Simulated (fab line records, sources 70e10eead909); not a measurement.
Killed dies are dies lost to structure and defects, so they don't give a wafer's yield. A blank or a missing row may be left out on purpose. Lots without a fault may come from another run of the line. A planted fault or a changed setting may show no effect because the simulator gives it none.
Chamber matching | flow nand_harc | NHARC_P_BONDPAD_CMP_32 on cmp-02: 4 sister chambers
The step polishes SiCN, target thk 200 nm. 8 wafers are shown with their chamber, then 8 later ones without.

WAFERS WITH THEIR CHAMBER
wafer  | chamber | motor_current_A (A)
L598.1 | 1       | 13.3
L607.1 | 0       | 13.1
L607.2 | 1       | 13.4
L607.6 | 2       | 12.0
L606.2 | 2       | 11.1
L606.4 | 3       | 12.1
L606.6 | 0       | 12.9
L608.1 | 3       | 12.0

WAFERS WITHOUT THEIR CHAMBER
wafer  | motor_current_A (A)
L608.2 | 11.9
L608.6 | 13.5
L611.1 | 13.1
L611.2 | 13.1
L611.6 | 12.3
L614.3 | 12.9
L614.4 | 14.0
L614.6 | 11.5

WHICH CHAMBER EACH WENT THROUGH
wafer  | from the rows above          | in truth
L608.2 | can't be placed: 3 or 2      | 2
L608.6 | can't be placed: 1 or 0      | 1
L611.1 | can't be placed: 0 or 1      | 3
L611.2 | can't be placed: 0 or 1      | 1
L611.6 | can't be placed: 3 or 0 or 2 | 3
L614.3 | can't be placed: 0 or 1      | 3
L614.4 | can't be placed: 1 or 0      | 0
L614.6 | can't be placed: 2 or 3      | 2
Placed correctly: 0 of 8. Can't be placed from these rows: 8 (the true chamber is among the candidates in 6). Placed wrongly: 0.
How it was worked out, from the rows above alone: a wafer's distance from a chamber is the root of the sum, over the readings, of the square of ((its reading less the chamber's mean) divided by the reading's scatter). The wafer belongs to the nearest chamber; if the next one is less than 2 further off, it can't be placed. A chamber's mean is the mean of its shown wafers. The scatter: the root of (the sum of the squares of (reading less its chamber's mean) over the shown wafers, divided by (wafers less chambers)).
